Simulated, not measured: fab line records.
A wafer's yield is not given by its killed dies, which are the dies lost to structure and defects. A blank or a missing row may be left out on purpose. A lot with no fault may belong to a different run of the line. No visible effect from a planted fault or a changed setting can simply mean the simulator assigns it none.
A lot that was struck, set against a sound lot / flow n5_finfet / 36 steps out of a route of 1938
Sound: wafers L697.2, L697.5, L697.6. Struck: wafer L702.1. (L702.4, L702.5 of the same lot were not struck and are left out.) The cause comes at the end.
For every step that has rows: the tool of each side, followed by ch and its chambers, followed by its first start. Under that, the readings that differ: sound wafers / struck wafers / difference of the means / sigmas: that difference in standard deviations of wafers without a fault.
alike: readings with means less than 2 such deviations apart, plus words and numbers identical on both sides. not compared: withheld readings, readings lacking a value on some wafer, bounds such as >300 that could conceal the same value, and numbers that have no deviation in the record and whose values overlap.
The two part at a step that has a row with sigmas, a row that says differs or no value, or rows on one side only. Numbers that have no deviation but don't overlap get no sigmas and don't part them. A reading that every wafer of one side lacks parts them only if that side has two wafers or more.

first, 8 steps without rows for these wafers: N5_BEOL_M6_SPUTTER_48 (material Cu, target thk 10 nm, time 1.667 s); N5_BEOL_M6_ECD_50 (material Cu, target thk 300 nm); N5_BEOL_M6_ANNEAL_51 (time 90 s); N5_BEOL_M6_CMP_52 (polishes, stops on SiCOH lowk, t overpolish 6.9 s, target thk 80 nm); N5_BEOL_M6_PRE_CLEAN_55 (time 15 s); N5_BEOL_M6_DEP_56 (deposits SiCN from 3MS/NH3, target thk 10 nm, time 17.5 s); N5_BEOL_M7_ILD_DEP_00 (deposits SiCOH lowk from DEMS/porogen, target thk 179.75 nm, time 33.4 s); N5_BEOL_M7_CURE_74 (cures SiCOH lowk, time 240 s).
N5_BEOL_M7_PECVD_70: deposits SiO2 from TEOS/O2, target thk 20 nm, time 22.7 s.
  sound on pecvd-01 ch 1,2, day 10 07:38; struck on pecvd-01 ch 0, day 11 10:31
reading=susceptor_temp_C (C); sound=399.96 400.07 400.18; struck=386.36; difference=-13.71; sigmas=-69
reading=model.SiO2_of_BEOL_M7_PECVD_70.thk_nm (nm); sound=19.6 20 20; struck=21.8; difference=+1.9; sigmas=
  alike: heater_power_w, showerhead_plenum_p_Torr, throttle_valve_pct
then, 25 steps without rows for these wafers: N5_BEOL_M7_HM_DEP_02 (deposits TiN, target thk 20 nm); N5_BEOL_M7_COAT_59 (time 60 s, resist thk 100 nm); N5_BEOL_M7_COAT_60 (time 60 s, resist thk 35 nm); N5_BEOL_M7_COAT_05 (resist thk 90 nm); N5_BEOL_M7_EBR_07; N5_BEOL_M7_SOFTBAKE_06 (time 60 s); N5_BEOL_M7_EXPOSE_08 (exposes mask M7); N5_BEOL_M7_PEB_09 (peb time 60 s); N5_BEOL_M7_DEVELOP_10 (develop time 30 s); N5_BEOL_M7_DESCUM_16 (chemistry O2, time 7.9 s); N5_BEOL_M7_ETCH_61 (etches SiARC in CF4, target depth 45.5 nm, time 75.8 s); N5_BEOL_M7_ETCH_62 (etches SOC in N2/H2, target depth 110 nm, overetch 22 nm, time 165 s); N5_BEOL_M7_STRIP_68 (strips in N2/H2); N5_BEOL_M7_STRIP_67 (strips in CF4); N5_BEOL_M7_HM_OPEN_17 (chemistry Cl2/BCl3, target TiN, target depth 20 nm, overetch 6 nm); N5_BEOL_M7_STRIP_19 (strips in O2); N5_BEOL_M7_COAT_63 (time 60 s, resist thk 60 nm); N5_BEOL_M7_COAT_64 (time 60 s, resist thk 12 nm); N5_BEOL_M7_COAT_71 (time 60 s, resist thk 5 nm); N5_BEOL_M7_COAT_22 (resist thk 30 nm); N5_BEOL_M7_EBR_24; N5_BEOL_M7_SOFTBAKE_23 (time 60 s); N5_BEOL_M7_EXPOSE_25 (exposes mask V6, target cd 40 nm); N5_BEOL_M7_PEB_26 (peb time 60 s); N5_BEOL_M7_DEVELOP_27 (develop time 30 s).
N5_BEOL_M7_HM_STRIP_39: strips TiN in peroxide tin strip, target depth 25 nm, time 158 s.
  sound on wet_bench-01 ch 0,4,6, day 10 11:46; struck on wet_bench-02 ch 7, day 11 13:12
reading=model.SiO2_of_BEOL_M7_PECVD_70.thk_nm (nm); sound=19.4 19.8 19.8; struck=21.8; difference=+2.1; sigmas=
N5_BEOL_M7_CMP_52: polishes, stops on SiCOH lowk, t overpolish 6.9 s, target thk 80 nm.
  sound on cmp-02 ch 2,3, day 10 13:49; struck on cmp-02 ch 2, day 11 15:07
reading=barrier_field_endpoint_s (s); sound=28.0 28.9 28.1; struck=32.1; difference=+3.8; sigmas=+6
  alike: head_pressure_psi, motor_current_A

WHERE THEY PART
At N5_BEOL_M7_PECVD_70 first; at N5_BEOL_M7_CMP_52 last (within this record only).

WHY: whatever the simulator had introduced
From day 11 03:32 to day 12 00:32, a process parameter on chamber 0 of pecvd-01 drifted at N5_BEOL_M7_PECVD_70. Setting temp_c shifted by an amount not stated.
